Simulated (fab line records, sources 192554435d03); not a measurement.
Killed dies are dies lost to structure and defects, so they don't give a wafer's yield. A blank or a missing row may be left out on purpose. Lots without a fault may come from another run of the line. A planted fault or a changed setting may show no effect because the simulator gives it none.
Chamber matching | flow n5_finfet | N5_BEOL_M1_STRIP_36 on rie_diel-02: 4 sister chambers
The step strips in N2/H2. 16 wafers are shown with their chamber, then 8 later ones without.

WAFERS WITH THEIR CHAMBER
wafer  | chamber | showerhead_plenum_p_Torr (Torr) | throttle_valve_pct (%) | drypump_motor_current_A (A)
L076.3 | 0       | 2.63                            | 24.4                   | 5.7
L076.5 | 0       | 2.63                            | 24.4                   | 5.7
L076.6 | 3       | 2.46                            | 23.0                   | 6.6
L075.1 | 0       | 2.63                            | 24.4                   | 5.7
L075.2 | 3       | 2.46                            | 23.0                   | 6.6
L075.6 | 3       | 2.46                            | 23.0                   | 6.6
L081.1 | 3       | 2.46                            | 23.0                   | 6.6
L081.2 | 0       | 2.63                            | 24.4                   | 5.7
L081.5 | 3       | 2.46                            | 23.0                   | 6.6
L088.2 | 2       | 2.59                            | 23.4                   | 4.7
L088.3 | 0       | 2.62                            | 24.4                   | 5.8
L088.6 | 0       | 2.62                            | 24.4                   | 5.8
L087.2 | 0       | 2.62                            | 24.4                   | 5.8
L087.4 | 2       | 2.59                            | 23.5                   | 4.7
L087.5 | 2       | 2.59                            | 23.5                   | 4.6
L089.1 | 1       | 2.63                            | 23.9                   | 6.6

SIGNATURES (means of the wafers above)
reading                  | chamber 0 | chamber 1 | chamber 2 | chamber 3 | scatter within a chamber
showerhead_plenum_p_Torr | 2.6257    | 2.6300    | 2.5900    | 2.4600    | 0.00378
throttle_valve_pct       | 24.400    | 23.900    | 23.467    | 23.000    | 0.0236
drypump_motor_current_A  | 5.743     | 6.600     | 4.667     | 6.600     | 0.0445
Rule: a wafer's distance from a chamber is the root of the sum, over the readings, of the square of ((its reading less the chamber's mean) divided by the reading's scatter). The wafer belongs to the nearest chamber; if the next one is less than 2 further off, it can't be placed. The scatter: the root of (the sum of the squares of (reading less its chamber's mean) over the shown wafers, divided by (wafers less chambers)).

WAFERS WITHOUT THEIR CHAMBER
wafer  | showerhead_plenum_p_Torr (Torr) | throttle_valve_pct (%) | drypump_motor_current_A (A)
L089.3 | 2.59                            | 23.5                   | 4.6
L089.4 | 2.62                            | 24.4                   | 5.8
L091.2 | 2.45                            | 23.0                   | 6.6
L091.4 | 2.62                            | 24.4                   | 5.8
L091.6 | 2.45                            | 23.1                   | 6.6
L092.2 | 2.59                            | 23.5                   | 4.6
L092.4 | 2.63                            | 23.9                   | 6.6
L092.5 | 2.63                            | 23.9                   | 6.6

WHICH CHAMBER EACH WENT THROUGH
wafer  | from the rows above | in truth
L089.3 | 2                   | 2
L089.4 | 0                   | 0
L091.2 | 3                   | 3
L091.4 | 0                   | 0
L091.6 | 3                   | 3
L092.2 | 2                   | 2
L092.4 | 1                   | 1
L092.5 | 1                   | 1
Placed correctly: 8 of 8. Can't be placed from these rows: 0. Placed wrongly: 0.
